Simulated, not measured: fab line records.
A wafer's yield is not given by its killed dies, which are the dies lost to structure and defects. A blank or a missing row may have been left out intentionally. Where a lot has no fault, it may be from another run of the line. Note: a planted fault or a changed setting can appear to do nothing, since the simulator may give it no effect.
fab line records ; flow n5Finfet
[record] lots = 11; wafers = 31; lastDay = 18
route steps=1938 shown BEOL_M1@829 BEOL_M4@1111
lots with no fault: from the same line, run without faults
startH: hours from the record's opening day to when the first of the lot's shown wafers began ; waitH: hours since the lot's step before ; " identical to the entry in the row above ; L1.1+2: one row covering several wafers at once ; - no value, or no start given ; * or withheld: withheld ; < > ~ a bound
route shown NAME@n: a module of which the file shows steps, and the number in the route of the first ; usual: average and standard deviation across the fault-free wafers ; same: alike in all rows ; chamber/n: place in a boat ; sites: each site's reading ; _std_site: their standard deviation ; _edge_site: outer sites' mean less inner sites' ; radiusMm: for every site, how far away it sits from the centre of the wafer ; mask NAME#n: copy n ; behind: the last tool/chamber to shape the wafer ; hold: reason for holding the lot/hours on hold/outcome of the hold ; device: names the non-switching transistor (n, p or np) ; end of line: at the end of the route, the tests of the same wafers ; step lacking rows: just its recipe ; killed: at the first sort, the dies lost to defects and structure; wafer yield is something else ; map: dies across one wafer; x = killed, . = not, _ = none there
set.NAME: the setting that was run; set.NAME@STEP: the one run at that earlier step ; model.NAME: the simulator's own value behind a step, which no gauge read
a sample of lots followed through the steps of the route, with each step as a table and each wafer as a row
services: from which hour (startH, from the record's first day; less than 0 if before it) a tool's chamber was out of use, for how many hours, and why
[[steps]]
[step N5_BEOL_M1_ANNEAL_95]
[recipe] tempC = 400; timeS = 240; ambient = vacuum
[usual] heaterPowerW = 838/47
lot.wafer;tool;chamber;startH;waitH;heaterPowerW
L131.1;pvdSputter-01;-;133.45;0.0;804
L131.3;pvdSputter-01;-;133.45;0.0;855
L131.5;pvdSputter-01;-;133.45;0.0;837
L132.1;pvdSputter-01;-;137.17;0.0;794
L132.4;pvdSputter-01;-;137.17;0.0;802
L132.6;pvdSputter-01;-;137.17;0.0;838
L133.2;pvdSputter-01;-;141.44;0.0;828
L133.3;pvdSputter-01;-;141.44;0.0;846
L135.1;pvdSputter-01;-;156.10;0.0;834
L135.3;pvdSputter-01;-;156.10;0.0;803
L135.6;pvdSputter-01;-;156.10;0.0;839
L137.1;pvdSputter-01;-;164.43;0.0;800
L137.3;pvdSputter-01;-;164.43;0.0;831
L137.4;pvdSputter-01;-;164.43;0.0;844
L139.1;pvdSputter-01;-;174.32;0.0;799
L139.3;pvdSputter-01;-;174.32;0.0;843
L139.6;pvdSputter-01;-;174.32;0.0;787
L140.1;pvdSputter-03;-;201.25;0.0;924
L140.2;pvdSputter-03;-;201.25;0.0;804
L140.3;pvdSputter-03;-;201.25;0.0;937
L147.1;pvdSputter-01;-;227.94;0.0;803
L147.6;pvdSputter-01;-;227.94;0.0;838
L148.1;pvdSputter-02;-;230.69;0.0;816
L148.4;pvdSputter-02;-;230.69;0.0;775
L148.6;pvdSputter-02;-;230.69;0.0;820
L149.2;pvdSputter-02;-;240.68;0.0;788
L149.3;pvdSputter-02;-;240.68;0.0;940
L149.6;pvdSputter-02;-;240.68;0.0;833
L154.1;pvdSputter-03;-;266.13;0.0;931
L154.3;pvdSputter-03;-;266.13;0.0;795
L154.4;pvdSputter-03;-;266.13;0.0;799
[step N5_BEOL_M1_ANNEAL_51]
[recipe] tempC = 225; timeS = 90; ambient = N2
[usual] wafer_temp_C_max = 226.09/0.25
lot.wafer;tool;chamber;startH;waitH;wafer_temp_C_max
L131.1;rtpAnneal-01;0;133.79;0.1;225.57
L131.3;rtpAnneal-01;0;133.79;0.1;225.88
L131.5;rtpAnneal-01;0;133.79;0.1;225.59
L132.1;rtpAnneal-01;0;137.51;0.1;226.50
L132.4;rtpAnneal-01;0;137.51;0.1;226.12
L132.6;rtpAnneal-01;0;137.51;0.1;225.85
L133.2;rtpAnneal-02;0;141.83;0.1;225.93
L133.3;rtpAnneal-02;0;141.83;0.1;226.07
L135.1;rtpAnneal-01;0;156.44;0.1;226.36
L135.3;rtpAnneal-01;0;156.44;0.1;225.88
L135.6;rtpAnneal-01;0;156.44;0.1;225.87
L137.1;rtpAnneal-02;0;164.78;0.1;226.16
L137.3;rtpAnneal-02;0;164.78;0.1;226.36
L137.4;rtpAnneal-02;0;164.78;0.1;226.42
L139.1;rtpAnneal-02;0;174.66;0.1;225.87
L139.3;rtpAnneal-02;0;174.66;0.1;226.14
L139.6;rtpAnneal-02;0;174.66;0.1;226.28
L140.1;rtpAnneal-02;0;201.70;0.2;226.13
L140.2;rtpAnneal-02;0;201.70;0.2;226.45
L140.3;rtpAnneal-02;0;201.70;0.2;226.07
L147.1;rtpAnneal-02;0;228.27;0.1;226.23
L147.6;rtpAnneal-02;0;228.27;0.1;226.78
L148.1;rtpAnneal-02;0;231.02;0.1;226.04
L148.4;rtpAnneal-02;0;231.02;0.1;226.14
L148.6;rtpAnneal-02;0;231.02;0.1;226.60
L149.2;rtpAnneal-02;0;241.25;0.2;226.24
L149.3;rtpAnneal-02;0;241.25;0.2;226.31
L149.6;rtpAnneal-02;0;241.25;0.2;226.61
L154.1;rtpAnneal-01;0;266.46;0.1;225.70
L154.3;rtpAnneal-01;0;266.46;0.1;226.09
L154.4;rtpAnneal-01;0;266.46;0.1;225.51
[step N5_BEOL_M1_THK_MEAS_53]
[recipe] thkMeasGauge = xrf; reads = Cu_of_BEOL_M1_ECD_50
[usual] M1_THK = 39.7/1.5
lot.wafer;tool;chamber;startH;waitH;M1_THK[nm]
L131.1;filmMetro-02;-;134.38;-;39.1
L131.3;filmMetro-02;-;134.38;-;40.8
L131.5;filmMetro-02;-;134.38;-;41.3
L132.1;filmMetro-02;-;138.12;-;40.9
L132.4;filmMetro-02;-;138.12;-;40.4
L132.6;filmMetro-02;-;138.12;-;40.6
L133.2;filmMetro-02;-;142.37;-;38.4
L133.3;filmMetro-02;-;142.37;-;38.1
L135.1;filmMetro-01;-;157.03;-;41.2
L135.3;filmMetro-01;-;157.03;-;40.0
L135.6;filmMetro-01;-;157.03;-;40.8
L137.1;filmMetro-01;-;165.37;-;38.2
L137.3;filmMetro-01;-;165.37;-;40.1
L137.4;filmMetro-01;-;165.37;-;42.1
L139.1;filmMetro-01;-;175.25;-;38.4
L139.3;filmMetro-01;-;175.25;-;39.4
L139.6;filmMetro-01;-;175.25;-;38.7
L140.1;filmMetro-02;-;202.30;-;39.7
L140.2;filmMetro-02;-;202.30;-;39.1
L140.3;filmMetro-02;-;202.30;-;42.3
L147.1;filmMetro-02;-;228.86;-;36.7
L147.6;filmMetro-02;-;228.86;-;40.4
L148.1;filmMetro-02;-;231.62;-;39.9
L148.4;filmMetro-02;-;231.62;-;42.2
L148.6;filmMetro-02;-;231.62;-;40.9
L149.2;filmMetro-02;-;241.79;-;37.5
L149.3;filmMetro-02;-;241.79;-;38.9
L149.6;filmMetro-02;-;241.79;-;40.0
L154.1;filmMetro-01;-;267.06;-;39.9
L154.3;filmMetro-01;-;267.06;-;39.0
L154.4;filmMetro-01;-;267.06;-;39.9
[step N5_BEOL_M1_CO_CAP_55]
[recipe] material = Co; targetThkA = 20; tempC = 200; precursor = CCTBA/H2; pressureTorr = 30; timeS = 102.1
[usual] heaterPowerW = 250/23; runLengthS = 125.2/0.57
lot.wafer;tool;chamber;startH;waitH;heaterPowerW;runLengthS
L131.1;cvdCo-01;2;134.48;0.0;225;125.5
L131.3;cvdCo-01;0;134.48;0.0;271;124.6
L131.5;cvdCo-01;0;134.48;0.0;275;125.0
L132.1;cvdCo-01;2;138.22;0.0;227;126.1
L132.4;cvdCo-01;2;138.22;0.0;228;125.8
L132.6;cvdCo-01;2;138.22;0.0;227;125.8
L133.2;cvdCo-02;2;142.45;0.0;222;125.2
L133.3;cvdCo-02;1;142.45;0.0;232;124.6
L135.1;cvdCo-01;2;157.11;0.0;233;125.4
L135.3;cvdCo-01;1;157.11;0.0;286;124.8
L135.6;cvdCo-01;0;157.11;0.0;274;124.7
L137.1;cvdCo-02;2;165.45;0.0;233;125.9
L137.3;cvdCo-02;0;165.45;0.0;256;126.1
L137.4;cvdCo-02;2;165.45;0.0;233;125.0
L139.1;cvdCo-02;2;175.33;0.0;228;197.1
L139.3;cvdCo-02;0;175.33;0.0;255;125.9
L139.6;cvdCo-02;1;175.33;0.0;226;124.3
L140.1;cvdCo-02;1;202.37;0.0;225;196.3
L140.2;cvdCo-02;0;202.37;0.0;253;126.1
L140.3;cvdCo-02;2;202.37;0.0;233;125.1
L147.1;cvdCo-01;1;229.13;0.0;280;125.0
L147.6;cvdCo-01;0;229.13;0.0;270;124.5
L148.1;cvdCo-01;1;231.69;0.0;284;125.2
L148.4;cvdCo-01;0;231.69;0.0;268;124.4
L148.6;cvdCo-01;1;231.69;0.0;288;125.1
L149.2;cvdCo-01;2;241.87;0.0;226;126.1
L149.3;cvdCo-01;1;241.87;0.0;285;125.3
L149.6;cvdCo-01;2;241.87;0.0;223;125.5
L154.1;cvdCo-01;2;267.13;0.0;230;125.8
L154.3;cvdCo-01;1;267.13;0.0;278;125.1
L154.4;cvdCo-01;0;267.13;0.0;277;124.4
[step N5_BEOL_M4_RC_MEAS_101]
[usual] DIBL_N = 36.0/2.2; DIBL_P = 36.2/2.4; IOFF_N = 0.16/0.035; IOFF_P = 0.21/0.037; ION_N = 672/13; ION_P = 461/7; SS_N = 71.4/0.69; SS_P = 73.2/0.75; VT_N = 250/3.4; VT_P = -251/3
lot.wafer;tool;chamber;startH;waitH;DIBL_N[mV/V];DIBL_P[mV/V];IOFF_N[nA/um];IOFF_P[nA/um];ION_N[uA/um];ION_P[uA/um];SS_N[mV/dec];SS_P[mV/dec];VT_N[mV];VT_P[mV]
L133.2;prober-01;0;202.54;0.2;38.5;37.1;0.18;0.22;671;458;72.7;73.8;247;-250
L133.3;prober-01;0;202.54;0.2;39.2;37.9;0.21;0.24;679;458;71.8;73.9;248;-246
L131.1;prober-01;0;205.02;0.0;33.9;34.2;0.12;0.17;659;451;71.3;73.7;252;-257
L131.3;prober-01;0;205.02;0.0;35.4;35.7;0.16;0.19;677;457;71.1;73.4;250;-253
L131.5;prober-01;0;205.02;0.0;35.7;36.5;0.17;0.21;694;467;70.8;73.6;246;-252
L132.1;prober-02;0;207.70;0.0;33.4;33.8;0.13;0.17;678;460;70.8;72.1;252;-251
L132.4;prober-02;0;207.70;0.0;30.8;32.2;0.10;0.16;659;462;70.2;72.1;257;-254
L132.6;prober-02;0;207.70;0.0;33.7;34.7;0.14;0.19;679;465;70.8;72.4;249;-253
L135.1;prober-02;0;232.31;0.0;34.8;35.5;0.14;0.20;672;463;70.9;73.6;252;-252
L135.3;prober-02;0;232.31;0.0;34.9;35.1;0.14;0.20;666;462;70.7;72.9;251;-248
L135.6;prober-02;0;232.31;0.0;33.5;34.3;0.12;0.18;661;457;70.3;72.7;254;-251
L137.1;prober-01;0;235.09;0.0;35.2;34.8;0.14;0.18;665;455;71.1;72.2;253;-255
L137.3;prober-01;0;235.09;0.0;32.3;32.9;0.11;0.16;655;454;70.3;71.8;254;-252
L137.4;prober-01;0;235.09;0.0;35.6;36.0;0.14;0.19;667;461;71.0;72.8;251;-254
L139.1;prober-01;0;240.70;0.0;38.1;37.4;0.20;0.21;667;455;72.1;73.1;250;-252
L139.3;prober-01;0;240.70;0.0;38.7;40.3;0.22;0.26;690;466;71.9;74.4;244;-246
L139.6;prober-01;0;240.70;0.0;37.8;39.1;0.19;0.23;677;459;71.7;73.5;248;-252
L140.1;prober-02;0;261.06;0.0;40.6;41.8;0.22;0.27;697;467;72.3;74.2;246;-247
L140.2;prober-02;0;261.06;0.0;37.0;38.9;0.14;0.20;661;457;71.7;73.3;254;-249
L140.3;prober-02;0;261.06;0.0;39.7;41.3;0.20;0.24;671;457;72.9;74.5;247;-249
L148.1;prober-01;0;302.65;0.0;36.3;34.9;0.13;0.19;659;452;71.5;73.4;252;-250
L148.4;prober-01;0;302.65;0.0;32.1;30.5;0.09;0.14;651;450;69.7;72.0;258;-256
L148.6;prober-01;0;302.65;0.0;32.0;30.6;0.09;0.14;647;452;69.8;71.9;259;-254
L147.1;prober-02;0;303.93;0.0;34.0;34.4;0.13;0.17;664;454;71.3;72.1;252;-252
L147.6;prober-02;0;303.93;0.0;34.9;34.8;0.14;0.18;663;455;72.2;72.4;252;-253
L149.2;prober-01;0;304.76;0.2;40.9;41.1;0.26;0.30;700;476;72.6;75.2;243;-247
L149.3;prober-01;0;304.76;0.2;38.3;37.2;0.18;0.23;689;466;71.8;73.6;249;-251
L149.6;prober-01;0;304.76;0.2;38.9;38.2;0.20;0.24;691;462;71.8;74.7;249;-249
L154.1;prober-01;0;341.10;0.0;36.0;35.5;0.14;0.20;676;466;70.8;73.0;251;-249
L154.3;prober-01;0;341.10;0.0;37.5;37.4;0.18;0.24;682;473;71.7;73.2;249;-247
L154.4;prober-01;0;341.10;0.0;36.2;36.2;0.16;0.21;678;466;71.3;73.0;250;-248
[[services]]
tool;chamber;startH;hours;kind
cvdCo-02;1;114.67;-;clean
cvdCo-02;1;114.67;22.0;scheduledDown
cvdCo-02;1;114.67;22.0;ventCycle
cvdCo-01;1;129.59;16.6;repair
pvdSputter-02;-;139.65;3.9;repair
pvdSputter-03;-;144.16;23.3;repair
cvdCo-02;0;151.94;5.1;repair
pvdSputter-02;-;183.42;2.3;repair
[[key]]
[firstSign] step = N5_BEOL_M1_CO_CAP_55; reading = runLengthS; direction = up; sigmas = 99+; usual = *; struck = *
effect none on later readings
metAt N5_BEOL_M1_CO_CAP_55
struckLots L139,L140
struckWafers L139.1,L140.1
notActingAt N5_BEOL_M1_ANNEAL_95,N5_BEOL_M1_ANNEAL_51,N5_BEOL_M1_THK_MEAS_53
onsetBetween 165.45 175.33
[fault] kind = processParameterDrift; tool = cvdCo-02; chamber = -; onsetH = 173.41; steps = N5_BEOL_M1_CO_CAP_55; channel = timeS; offset = *; shape = step; endH = 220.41; scope = struckWafersOnly; actsIn = *; stated = *
